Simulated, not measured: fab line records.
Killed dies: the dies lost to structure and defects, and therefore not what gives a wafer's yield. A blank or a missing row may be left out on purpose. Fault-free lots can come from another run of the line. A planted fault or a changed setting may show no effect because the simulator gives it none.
What tool caused it?    flow n5_finfet    7 lots with 21 wafers sampled at 6 steps, on a route of 1938 steps

== WHAT THE GAUGES READ, wafer by wafer ==
N5_BEOL_M12_OVL_MEAS_11.
lot   measured      on          V11_OVL (nm)
L788  day 9 21:41   overlay-01  -1 1 0
L789  day 10 15:13  overlay-02  -8 -3 1
L799  day 13 06:50  overlay-01  6 2 3
L801  day 13 12:09  overlay-01  -13 -11 -10
L805  day 15 05:23  overlay-01  9 3 8
L808  day 16 03:46  overlay-02  -5 -2 -7
L810  day 16 17:45  overlay-01  -8 -10 3

N5_BEOL_M12_CD_MEAS_28: the cd target is 160.2 nm.
lot   measured      on         cd_nm (nm)
L788  day 9 22:53   cd_sem-03  161.5 161.2 161.6
L789  day 10 16:15  cd_sem-02  161.6 161.1 161.3
L799  day 13 07:43  cd_sem-03  171.1 172.3 161.3
L801  day 13 13:09  cd_sem-01  160.0 170.9 169.8
L805  day 15 06:23  cd_sem-03  161.9 162.9 161.7
L808  day 16 04:51  cd_sem-02  158.7 157.4 158.2
L810  day 16 18:49  cd_sem-02  159.0 159.3 159.3

N5_BEOL_M12_OCD_MEAS_35.
lot   measured      on      trench_depth_nm (nm)
L788  day 9 23:50   ocd-02  319 316 311
L789  day 10 16:53  ocd-02  320 322 320
L799  day 13 08:19  ocd-02  325 313 321
L801  day 13 14:16  ocd-01  320 320 329
L805  day 15 06:59  ocd-02  314 322 322
L808  day 16 05:28  ocd-02  316 317 323
L810  day 16 19:29  ocd-01  313 324 314

N5_BEOL_M15_RC_MEAS_101.
lot   measured      on         COMB_M10 (S/m)           COMB_M11 (S/m)           COMB_M12 (S/m)           COMB_M12_max_site (S/m)   COMB_M13 (S/m)           COMB_M14 (S/m)           COMB_M15 (S/m)           COMB_M5 (S/m)            COMB_M6 (S/m)            COMB_M7 (S/m)            COMB_M8 (S/m)            COMB_M9 (S/m)               COMB_M9_max_site (S/m)   SERP_M10 (ohm/um)  SERP_M11 (ohm/um)  SERP_M12 (ohm/um)  SERP_M12_max_site (ohm/um)  SERP_M13 (ohm/um)  SERP_M13_max_site (ohm/um)  SERP_M14 (ohm/um)  SERP_M14_max_site (ohm/um)  SERP_M5 (ohm/um)  SERP_M6 (ohm/um)  SERP_M7 (ohm/um)  SERP_M8 (ohm/um)  SERP_M9 (ohm/um)  SERP_M9_max_site (ohm/um)
L788  day 10 22:32  prober-02  1.4e-11 1.5e-11 1.5e-11  1.4e-11 1.7e-11 1.3e-11  6.4e-12 4.4e-12 6.7e-12  8.1e-12 6.8e-12 1.18e-11  3.9e-12 4.3e-12 5.2e-12  3.3e-12 3.6e-12 3.1e-12  3.6e-12 2.8e-12 3.4e-12  4e-11 4.6e-11 5.3e-11    2.5e-11 2.1e-11 1.9e-11  3e-11 2.8e-11 3.6e-11    2.4e-11 3.8e-11 2.7e-11  1.62e-11 1.67e-11 1.17e-11  1.8e-11 2.2e-11 1.3e-11  3.10 3.14 3.15     2.94 2.96 3.09     0.632 0.646 0.645  0.638 0.663 0.662           0.319 0.306 0.303  0.322 0.308 0.307           0.164 0.163 0.160  0.166 0.165 0.162           40.8 42.2 40.8    14.3 13.9 14.1    13.3 13.5 13.3    13.8 13.7 13.8    3.04 3.11 3.06    3.13 3.21 3.18
L789  day 11 13:50  prober-02  1.4e-11 1.4e-11 1.6e-11  1.4e-11 1.8e-11 2.1e-11  5.3e-12 6.5e-12 5.7e-12  8.4e-12 1.17e-11 7.3e-12  5e-12 3.6e-12 5.3e-12    5.9e-12 4e-12 3.4e-12    3.6e-12 3.9e-12 3.3e-12  3.8e-11 3e-11 2.7e-11    3.1e-11 2.9e-11 2.6e-11  1.8e-11 3e-11 2.5e-11    2.8e-11 3e-11 3.4e-11    1.46e-11 1.51e-11 1.32e-11  1.9e-11 1.8e-11 1.9e-11  3.09 3.23 3.08     3.13 3.06 3.10     0.637 0.631 0.627  0.643 0.636 0.635           0.317 0.310 0.316  0.319 0.312 0.320           0.164 0.154 0.154  0.165 0.157 0.155           38.1 41.3 39.6    13.6 14.2 13.6    13.5 14.4 13.4    14.4 14.3 14.3    3.09 2.93 2.96    3.15 3.03 3.14
L799  day 14 14:33  prober-02  1.3e-11 1.2e-11 1.1e-11  2.8e-11 1.6e-11 2e-11    7.3e-12 5.7e-12 5.9e-12  1.13e-11 8.8e-12 8.4e-12  6.9e-12 6.1e-12 5e-12    4e-12 3.3e-12 3.6e-12    2.9e-12 3.1e-12 2.7e-12  3.1e-11 4.1e-11 3.8e-11  3.1e-11 2.3e-11 2.2e-11  2.3e-11 2.1e-11 3.1e-11  2.4e-11 2.3e-11 2.4e-11  1.32e-11 1.03e-11 1.32e-11  2.1e-11 1.3e-11 1.9e-11  2.96 3.12 2.94     2.98 3.04 2.98     0.569 0.580 0.628  0.576 0.592 0.657           0.315 0.313 0.312  0.320 0.315 0.317           0.160 0.167 0.159  0.161 0.168 0.162           41.7 40.7 39.2    14.0 13.8 13.8    13.3 13.7 13.7    13.8 14.0 14.2    3.05 3.12 3.20    3.21 3.18 3.34
L801  day 14 18:56  prober-01  1.2e-11 1.6e-11 1.8e-11  1e-11 1.7e-11 1.6e-11    7.1e-12 8.9e-12 5.7e-12  9.4e-12 1.04e-11 9.7e-12  4e-12 5.9e-12 5.6e-12    4e-12 2.8e-12 4.8e-12    2.2e-12 1.9e-12 2.2e-12  2.7e-11 3.1e-11 3.3e-11  2.3e-11 2.1e-11 3e-11    1.6e-11 2e-11 2.1e-11    2.5e-11 1.5e-11 2.4e-11  1.93e-11 1.6e-11 2.05e-11   2.7e-11 1.9e-11 3.1e-11  2.99 3.13 3.05     3.25 3.13 3.08     0.646 0.573 0.561  0.662 0.590 0.567           0.305 0.310 0.312  0.309 0.313 0.313           0.164 0.161 0.158  0.165 0.163 0.160           41.1 42.7 42.2    13.9 13.7 13.9    14.0 13.6 13.6    14.3 14.1 14.0    2.97 3.14 2.96    3.10 3.28 3.04
L805  day 16 07:46  prober-02  1.4e-11 1.3e-11 1.5e-11  1.4e-11 1.1e-11 9e-12    5.2e-12 6.1e-12 6.8e-12  6.1e-12 9.8e-12 1.04e-11  4.8e-12 5.5e-12 6.1e-12  3.3e-12 4e-12 3.5e-12    4.6e-12 3.1e-12 2.8e-12  3e-11 3.6e-11 4.4e-11    2.5e-11 2.4e-11 2.7e-11  2.8e-11 2.6e-11 2.2e-11  1.7e-11 2.1e-11 2.9e-11  1.3e-11 1.35e-11 1.69e-11   2.6e-11 1.6e-11 2.7e-11  3.13 3.10 3.11     3.14 3.10 3.03     0.643 0.611 0.629  0.657 0.622 0.647           0.313 0.305 0.309  0.320 0.310 0.313           0.162 0.159 0.158  0.163 0.161 0.160           38.1 40.4 39.1    14.2 13.3 14.0    14.2 14.1 14.0    12.9 12.9 12.9    3.17 3.12 3.19    3.22 3.27 3.36
L808  day 17 07:37  prober-02  2e-11 1.5e-11 1.1e-11    1.5e-11 1.1e-11 1.8e-11  7.4e-12 6.2e-12 6.3e-12  1.09e-11 8e-12 1.07e-11   6.2e-12 5e-12 6.4e-12    6.4e-12 4.7e-12 4.2e-12  2.9e-12 2.4e-12 2.2e-12  4e-11 4.2e-11 3.9e-11    2.9e-11 1.8e-11 2e-11    3e-11 2.7e-11 3.8e-11    2.7e-11 2.8e-11 2.4e-11  1.69e-11 1.87e-11 2.02e-11  2.2e-11 3.7e-11 3.6e-11  3.07 3.06 3.11     3.02 3.05 3.05     0.658 0.669 0.646  0.675 0.685 0.660           0.309 0.309 0.309  0.311 0.314 0.312           0.164 0.160 0.164  0.165 0.163 0.165           38.9 38.7 38.5    13.7 13.4 13.5    13.6 13.7 13.9    14.1 13.9 14.3    3.06 3.11 3.02    3.19 3.16 3.13
L810  day 17 12:13  prober-01  1.3e-11 2e-11 1.9e-11    1.5e-11 1.7e-11 1.3e-11  5.6e-12 8e-12 5.8e-12    9.9e-12 9.4e-12 8.1e-12   5.4e-12 6.4e-12 4.6e-12  2.5e-12 2.9e-12 3.6e-12  3e-12 3.1e-12 3e-12      3.1e-11 2.4e-11 3.2e-11  2.2e-11 2e-11 1.7e-11    2.6e-11 2.4e-11 3.5e-11  1.8e-11 2.1e-11 2.1e-11  1.22e-11 1.59e-11 1.88e-11  1.8e-11 2.5e-11 2.4e-11  3.01 3.03 3.02     3.08 3.15 3.13     0.655 0.634 0.666  0.666 0.648 0.683           0.308 0.303 0.302  0.311 0.305 0.309           0.160 0.166 0.159  0.161 0.167 0.161           39.4 39.5 38.6    13.8 14.4 14.0    13.3 13.5 14.3    13.9 13.3 13.9    3.08 3.03 3.23    3.21 3.11 3.32

== EACH LOT AND THE TOOL THAT RAN IT (in order: tool; ch and the chambers of the sampled wafers; start) ==
lot   N5_BEOL_M12_DESCUM_15               N5_BEOL_M12_EXPOSE_25
L788  rie_diel-03 ch 1,2, day 9 22:03     krf_scanner-02 ch 0, day 9 22:43
L789  rie_diel-04 ch 1,2, day 10 15:25    krf_scanner-02 ch 0, day 10 16:05
L799  rie_diel-05 ch 1,2,3, day 13 06:54  krf_scanner-02 ch 0, day 13 07:33
L801  rie_diel-04 ch 0,2,3, day 13 12:12  krf_scanner-02 ch 0, day 13 12:59
L805  rie_diel-05 ch 1,2,3, day 15 05:26  krf_scanner-01 ch 0, day 15 06:13
L808  rie_diel-05 ch 0,2, day 16 03:55    krf_scanner-02 ch 0, day 16 04:41
L810  rie_diel-03 ch 0,3, day 16 17:56    krf_scanner-01 ch 0, day 16 18:39
- N5_BEOL_M12_DESCUM_15: chemistry O2, time 7.9 s.
- N5_BEOL_M12_EXPOSE_25: exposes mask M12.

== WHAT THE TOOLS THEMSELVES READ (means of the sampled wafers that have a number; where no wafer has one, the mark that the record gives instead) ==
N5_BEOL_M12_DESCUM_15.
lot   tool         chamber_pressure_mTorr (mTorr)  drypump_motor_current_A (A)  oes_product_au (a.u.)  rf_vpp_V (V)  showerhead_plenum_p_Torr (Torr)  throttle_valve_pct (%)
L788  rie_diel-03  19.994                          5.5                          0.78                   242.1         2.07                             20.07
L789  rie_diel-04  19.999                          6.2                          0.81                   243.7         2.10                             20.66
L799  rie_diel-05  20.004                          5.6                          0.76                   243.2         2.10                             20.47
L801  rie_diel-04  20.013                          6.2                          0.80                   242.4         2.09                             20.61
L805  rie_diel-05  19.996                          5.6                          0.74                   243.0         2.09                             20.49
L808  rie_diel-05  19.993                          5.6                          0.78                   244.8         2.17                             20.26
L810  rie_diel-03  19.993                          5.6                          0.76                   242.5         2.08                             20.74

N5_BEOL_M12_EXPOSE_25.
lot   tool            focus_offset_nm (nm)
L788  krf_scanner-02  -0.1
L789  krf_scanner-02  0.9
L799  krf_scanner-02  -0.1
L801  krf_scanner-02  -0.3
L805  krf_scanner-01  0.0
L808  krf_scanner-02  0.5
L810  krf_scanner-01  -0.7

== THE ANSWER, worked out from the rows above alone ==
Rule: the usual values come from the lots themselves. The widest of any qualifying gaps counts: lots, ordered by their means at a reading, are off when they make up no more than a third of the lots, leave a main group of 4 or more, and stand apart from it by 3 or more times the standard deviation of that group's means. A main group whose means are all the same, to the digits that the tables above print for the reading, isn't used. A lot without any number at a reading at which 4 lots or more have one is off too. All remaining lots with rows at the step are treated as sound. After the gauges, taken in route order, come the tools' own readings; for these a lot's mean is taken, as printed above. The first step at which some lot is off is used, and at that step the reading that is off furthest; a lot without a number counts as furthest.
Off at N5_BEOL_M12_CD_MEAS_28 (cd_nm): L799, L801. Mean 160.4 nm and standard deviation 1.5 in the main group.
If a tool, at a process step before that reading, ran all the lots that are off and no sound lot after the first of them, it fits. The gauges at N5_BEOL_M12_CD_MEAS_28 aren't tried: what is off there is off at N5_BEOL_M15_RC_MEAS_101 too, on other tools, and a gauge's error can't cause that. Of those tried, none fits.

== WHAT THE SIMULATOR PUT IN ==
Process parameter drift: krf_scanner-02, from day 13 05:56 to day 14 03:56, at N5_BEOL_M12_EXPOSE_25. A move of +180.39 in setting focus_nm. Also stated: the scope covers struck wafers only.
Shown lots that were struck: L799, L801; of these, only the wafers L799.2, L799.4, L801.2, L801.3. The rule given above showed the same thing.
